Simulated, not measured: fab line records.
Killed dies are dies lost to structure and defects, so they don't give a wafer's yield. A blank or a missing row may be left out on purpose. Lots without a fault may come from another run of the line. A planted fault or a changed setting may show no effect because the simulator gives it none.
Which tool was responsible? / flow nand_harc / Sampling: 24 lots, 72 wafers, 4 of 1159 route steps

## WHAT THE GAUGES READ, wafer by wafer
NHARC_P_M0_THK_MEAS_24: measures by xrf.
lot=L074; measured=day 5 12:37; on=film_metro-02; thk_nm (nm)=115.3 115.9 117.0
lot=L075; measured=day 5 22:24; on=film_metro-01; thk_nm (nm)=117.6 117.0 118.9
lot=L077; measured=day 6 19:25; on=film_metro-01; thk_nm (nm)=118.3 117.8 118.5
lot=L076; measured=day 6 19:01; on=film_metro-02; thk_nm (nm)=115.5 118.3 118.8
lot=L079; measured=day 6 21:06; on=film_metro-02; thk_nm (nm)=114.3 114.8 115.7
lot=L078; measured=day 7 03:53; on=film_metro-01; thk_nm (nm)=116.4 114.9 116.3
lot=L081; measured=day 7 17:04; on=film_metro-02; thk_nm (nm)=117.1 121.0 118.1
lot=L080; measured=day 7 17:38; on=film_metro-01; thk_nm (nm)=116.1 118.2 116.2
lot=L082; measured=day 8 04:43; on=film_metro-02; thk_nm (nm)=115.7 115.0 116.5
lot=L083; measured=day 8 10:32; on=film_metro-01; thk_nm (nm)=121.3 118.2 121.7
lot=L084; measured=day 8 16:05; on=film_metro-01; thk_nm (nm)=118.4 117.0 118.9
lot=L087; measured=day 9 21:04; on=film_metro-02; thk_nm (nm)=117.9 117.5 119.0
lot=L086; measured=day 9 21:27; on=film_metro-02; thk_nm (nm)=117.0 116.7 118.9
lot=L085; measured=day 9 21:46; on=film_metro-02; thk_nm (nm)=116.3 117.3 118.6
lot=L088; measured=day 9 23:04; on=film_metro-01; thk_nm (nm)=117.1 117.3 118.5
lot=L089; measured=day 10 01:55; on=film_metro-01; thk_nm (nm)=118.0 113.9 119.3
lot=L090; measured=day 10 05:20; on=film_metro-01; thk_nm (nm)=117.6 120.0 115.2
lot=L092; measured=day 10 08:03; on=film_metro-02; thk_nm (nm)=117.8 117.9 119.4
lot=L091; measured=day 10 09:04; on=film_metro-01; thk_nm (nm)=119.9 115.9 113.7
lot=L094; measured=day 10 15:08; on=film_metro-02; thk_nm (nm)=117.2 120.2 118.6
lot=L093; measured=day 10 15:24; on=film_metro-02; thk_nm (nm)=118.7 115.1 120.9
lot=L095; measured=day 11 08:30; on=film_metro-02; thk_nm (nm)=118.5 116.4 117.4
lot=L096; measured=day 11 09:05; on=film_metro-02; thk_nm (nm)=118.6 118.4 121.2
lot=L097; measured=day 11 18:17; on=film_metro-02; thk_nm (nm)=114.4 117.8 117.7

NHARC_P_M1_OVL_MEAS_10: pitch 260 nm.
lot=L074; measured=day 5 14:15; on=overlay-02; overlay_x_nm (nm)=-1.1 -0.8 -1.3; overlay_y_nm (nm)=0.6 0.8 0.2
lot=L075; measured=day 5 23:56; on=overlay-02; overlay_x_nm (nm)=-1.3 -1.0 -1.3; overlay_y_nm (nm)=-0.2 -0.1 -0.4
lot=L077; measured=day 6 21:01; on=overlay-01; overlay_x_nm (nm)=-0.4 -0.8 -0.8; overlay_y_nm (nm)=0.4 1.0 0.6
lot=L076; measured=day 6 20:32; on=overlay-02; overlay_x_nm (nm)=1.1 1.5 1.3; overlay_y_nm (nm)=-1.4 -1.4 -0.8
lot=L079; measured=day 6 22:37; on=overlay-01; overlay_x_nm (nm)=-1.5 -1.5 -1.3; overlay_y_nm (nm)=0.8 0.7 1.0
lot=L078; measured=day 7 05:23; on=overlay-01; overlay_x_nm (nm)=0.6 1.1 0.7; overlay_y_nm (nm)=-0.3 -0.2 -0.3
lot=L081; measured=day 7 19:35; on=overlay-01; overlay_x_nm (nm)=1.1 1.4 1.3; overlay_y_nm (nm)=-1.5 -1.2 -1.4
lot=L080; measured=day 7 19:44; on=overlay-02; overlay_x_nm (nm)=-1.2 -1.2 -1.2; overlay_y_nm (nm)=-0.6 -0.8 -0.4
lot=L082; measured=day 8 06:20; on=overlay-02; overlay_x_nm (nm)=1.2 1.2 1.0; overlay_y_nm (nm)=-0.6 -1.1 -0.5
lot=L083; measured=day 8 12:11; on=overlay-02; overlay_x_nm (nm)=-0.7 -0.5 -0.7; overlay_y_nm (nm)=-1.0 -0.2 -0.7
lot=L084; measured=day 8 17:43; on=overlay-02; overlay_x_nm (nm)=0.0 -0.1 0.3; overlay_y_nm (nm)=0.1 0.0 0.5
lot=L087; measured=day 9 22:44; on=overlay-01; overlay_x_nm (nm)=0.9 1.2 1.9; overlay_y_nm (nm)=-0.8 -0.7 -0.5
lot=L086; measured=day 9 23:04; on=overlay-02; overlay_x_nm (nm)=-0.8 -0.8 -0.8; overlay_y_nm (nm)=-2.0 -1.6 -1.9
lot=L085; measured=day 9 23:23; on=overlay-02; overlay_x_nm (nm)=0.6 -0.3 -0.8; overlay_y_nm (nm)=0.1 -0.1 -0.1
lot=L088; measured=day 10 00:43; on=overlay-02; overlay_x_nm (nm)=1.0 1.8 0.6; overlay_y_nm (nm)=0.5 1.3 0.5
lot=L089; measured=day 10 03:47; on=overlay-01; overlay_x_nm (nm)=-0.2 -0.4 0.0; overlay_y_nm (nm)=1.7 1.6 1.2
lot=L090; measured=day 10 06:58; on=overlay-02; overlay_x_nm (nm)=-1.4 -1.6 -1.5; overlay_y_nm (nm)=0.1 0.0 -0.1
lot=L092; measured=day 10 09:41; on=overlay-01; overlay_x_nm (nm)=1.2 1.0 1.1; overlay_y_nm (nm)=0.5 1.0 1.1
lot=L091; measured=day 10 10:34; on=overlay-02; overlay_x_nm (nm)=-1.0 -1.4 -1.0; overlay_y_nm (nm)=-0.6 0.0 0.1
lot=L094; measured=day 10 16:46; on=overlay-01; overlay_x_nm (nm)=0.6 1.2 1.0; overlay_y_nm (nm)=-1.0 -1.0 -0.1
lot=L093; measured=day 10 17:04; on=overlay-01; overlay_x_nm (nm)=0.9 1.1 1.3; overlay_y_nm (nm)=0.8 0.8 1.0
lot=L095; measured=day 11 10:08; on=overlay-01; overlay_x_nm (nm)=-1.1 -1.5 -1.3; overlay_y_nm (nm)=1.2 0.6 0.7
lot=L096; measured=day 11 10:41; on=overlay-02; overlay_x_nm (nm)=-0.3 0.2 -0.3; overlay_y_nm (nm)=0.8 0.1 0.4
lot=L097; measured=day 11 19:52; on=overlay-01; overlay_x_nm (nm)=-0.9 -1.1 -0.6; overlay_y_nm (nm)=1.1 1.1 0.6

NHARC_P_M1_INSPECT_11.
lot=L074; measured=day 5 14:17; on=defect_inspect-01; raw_defect_count=5 7 7
lot=L075; measured=day 5 23:58; on=defect_inspect-02; raw_defect_count=1 4 1
lot=L077; measured=day 6 21:04; on=defect_inspect-01; raw_defect_count=6 4 3
lot=L076; measured=day 6 20:34; on=defect_inspect-02; raw_defect_count=3 3 4
lot=L079; measured=day 6 22:40; on=defect_inspect-01; raw_defect_count=4 2 2
lot=L078; measured=day 7 05:25; on=defect_inspect-02; raw_defect_count=2 2 4
lot=L081; measured=day 7 19:37; on=defect_inspect-02; raw_defect_count=0 3 5
lot=L080; measured=day 7 19:46; on=defect_inspect-02; raw_defect_count=9 4 5
lot=L082; measured=day 8 06:23; on=defect_inspect-02; raw_defect_count=4 2 5
lot=L083; measured=day 8 12:14; on=defect_inspect-01; raw_defect_count=5 0 3
lot=L084; measured=day 8 17:46; on=defect_inspect-02; raw_defect_count=4 4 3
lot=L087; measured=day 9 22:46; on=defect_inspect-01; raw_defect_count=5 9 3
lot=L086; measured=day 9 23:06; on=defect_inspect-02; raw_defect_count=8 9 7
lot=L085; measured=day 9 23:26; on=defect_inspect-01; raw_defect_count=5 4 3
lot=L088; measured=day 10 00:45; on=defect_inspect-01; raw_defect_count=6 5 6
lot=L089; measured=day 10 03:49; on=defect_inspect-02; raw_defect_count=3 4 1
lot=L090; measured=day 10 07:00; on=defect_inspect-01; raw_defect_count=1 3 5
lot=L092; measured=day 10 09:43; on=defect_inspect-01; raw_defect_count=6 10 6
lot=L091; measured=day 10 10:36; on=defect_inspect-02; raw_defect_count=2 1 4
lot=L094; measured=day 10 16:48; on=defect_inspect-02; raw_defect_count=2 3 2
lot=L093; measured=day 10 17:06; on=defect_inspect-02; raw_defect_count=2 5 1
lot=L095; measured=day 11 10:10; on=defect_inspect-02; raw_defect_count=5 6 8
lot=L096; measured=day 11 10:44; on=defect_inspect-02; raw_defect_count=4 7 6
lot=L097; measured=day 11 19:53; on=defect_inspect-02; raw_defect_count=2 9 4

## WHAT TOOL EACH LOT RAN ON (gives the tool, then ch and the chambers of the sampled wafers, and finally the start)
lot=L074; NHARC_P_CONTACT_ALD_22=ald_metal-03 ch 1,2, day 5 07:56
lot=L075; NHARC_P_CONTACT_ALD_22=ald_metal-01 ch 1,2,3, day 5 17:46
lot=L077; NHARC_P_CONTACT_ALD_22=ald_metal-02 ch 0,1,3, day 6 09:24
lot=L076; NHARC_P_CONTACT_ALD_22=ald_metal-03 ch 0,3, day 6 12:13
lot=L079; NHARC_P_CONTACT_ALD_22=ald_metal-02 ch 0,1,3, day 6 15:53
lot=L078; NHARC_P_CONTACT_ALD_22=ald_metal-02 ch 0,1,2, day 6 17:35
lot=L081; NHARC_P_CONTACT_ALD_22=ald_metal-02 ch 1,2, day 7 07:04
lot=L080; NHARC_P_CONTACT_ALD_22=ald_metal-01 ch 0,1,3, day 7 07:25
lot=L082; NHARC_P_CONTACT_ALD_22=ald_metal-01 ch 0,1,2, day 7 23:55
lot=L083; NHARC_P_CONTACT_ALD_22=ald_metal-01 ch 0,2, day 8 04:32
lot=L084; NHARC_P_CONTACT_ALD_22=ald_metal-02 ch 1,2, day 8 08:40
lot=L087; NHARC_P_CONTACT_ALD_22=ald_metal-02 ch 0,1,2, day 9 06:53
lot=L086; NHARC_P_CONTACT_ALD_22=ald_metal-01 ch 1,3, day 9 09:00
lot=L085; NHARC_P_CONTACT_ALD_22=ald_metal-03 ch 0,1, day 9 09:55
lot=L088; NHARC_P_CONTACT_ALD_22=ald_metal-01 ch 1,2,3, day 9 14:23
lot=L089; NHARC_P_CONTACT_ALD_22=ald_metal-02 ch 0,1,3, day 9 18:46
lot=L090; NHARC_P_CONTACT_ALD_22=ald_metal-01 ch 1,2,3, day 9 22:07
lot=L092; NHARC_P_CONTACT_ALD_22=ald_metal-01 ch 1,2,3, day 10 03:21
lot=L091; NHARC_P_CONTACT_ALD_22=ald_metal-03 ch 0,1,3, day 10 04:28
lot=L094; NHARC_P_CONTACT_ALD_22=ald_metal-02 ch 1,2,3, day 10 09:46
lot=L093; NHARC_P_CONTACT_ALD_22=ald_metal-01 ch 0,2, day 10 10:23
lot=L095; NHARC_P_CONTACT_ALD_22=ald_metal-02 ch 0,2,3, day 10 22:53
lot=L096; NHARC_P_CONTACT_ALD_22=ald_metal-03 ch 0,2,3, day 11 04:17
lot=L097; NHARC_P_CONTACT_ALD_22=ald_metal-01 ch 0,1,3, day 11 13:44
- NHARC_P_CONTACT_ALD_22: deposits TiN, target thk 3 nm, pulse time 1 s, ald cycles 150.

## AS READ BY THE TOOLS THEMSELVES (means over the sampled wafers that have a number; for cases with no such wafer, the mark the record gives instead)
NHARC_P_CONTACT_ALD_22.
lot=L074; tool=ald_metal-03; heater_power_w (W)=1014; precursor_pulse_height_rel=1.013
lot=L075; tool=ald_metal-01; heater_power_w (W)=946; precursor_pulse_height_rel=0.990
lot=L077; tool=ald_metal-02; heater_power_w (W)=987; precursor_pulse_height_rel=0.999
lot=L076; tool=ald_metal-03; heater_power_w (W)=1107; precursor_pulse_height_rel=0.984
lot=L079; tool=ald_metal-02; heater_power_w (W)=1014; precursor_pulse_height_rel=1.003
lot=L078; tool=ald_metal-02; heater_power_w (W)=978; precursor_pulse_height_rel=0.991
lot=L081; tool=ald_metal-02; heater_power_w (W)=980; precursor_pulse_height_rel=0.995
lot=L080; tool=ald_metal-01; heater_power_w (W)=1027; precursor_pulse_height_rel=0.989
lot=L082; tool=ald_metal-01; heater_power_w (W)=1011; precursor_pulse_height_rel=1.016
lot=L083; tool=ald_metal-01; heater_power_w (W)=1014; precursor_pulse_height_rel=1.001
lot=L084; tool=ald_metal-02; heater_power_w (W)=980; precursor_pulse_height_rel=1.009
lot=L087; tool=ald_metal-02; heater_power_w (W)=970; precursor_pulse_height_rel=0.994
lot=L086; tool=ald_metal-01; heater_power_w (W)=956; precursor_pulse_height_rel=0.995
lot=L085; tool=ald_metal-03; heater_power_w (W)=1049; precursor_pulse_height_rel=1.001
lot=L088; tool=ald_metal-01; heater_power_w (W)=955; precursor_pulse_height_rel=1.000
lot=L089; tool=ald_metal-02; heater_power_w (W)=1007; precursor_pulse_height_rel=0.978
lot=L090; tool=ald_metal-01; heater_power_w (W)=949; precursor_pulse_height_rel=1.008
lot=L092; tool=ald_metal-01; heater_power_w (W)=954; precursor_pulse_height_rel=0.995
lot=L091; tool=ald_metal-03; heater_power_w (W)=1025; precursor_pulse_height_rel=0.985
lot=L094; tool=ald_metal-02; heater_power_w (W)=968; precursor_pulse_height_rel=1.002
lot=L093; tool=ald_metal-01; heater_power_w (W)=1023; precursor_pulse_height_rel=0.985
lot=L095; tool=ald_metal-02; heater_power_w (W)=1028; precursor_pulse_height_rel=1.019
lot=L096; tool=ald_metal-03; heater_power_w (W)=1028; precursor_pulse_height_rel=0.973
lot=L097; tool=ald_metal-01; heater_power_w (W)=1044; precursor_pulse_height_rel=1.002

## THE ANSWER, worked out from the rows above alone
Rule: the lots themselves supply what counts as usual. Put in order of their means at a reading, lots are off if they are a third of the lots or fewer, leave a main group of 4 or more, and stand apart from it by a gap of 3 or more times the standard deviation of the main group's means; of several such gaps the widest counts. A main group whose means are all the same, to the digits that the tables above print for the reading, isn't used. Also off: a lot with no number at a reading for which 4 or more lots have one. Any other lot the step has rows for is counted as sound. Order of review: gauges by route order, followed by the tools' own readings, for which a lot's mean as printed above is used. The first step at which some lot is off is used, and at that step the reading that is off furthest; a lot without a number counts as furthest.
No lot is off at any reading shown: from this, nothing can be told.

## WHAT THE SIMULATOR HAD PUT IN
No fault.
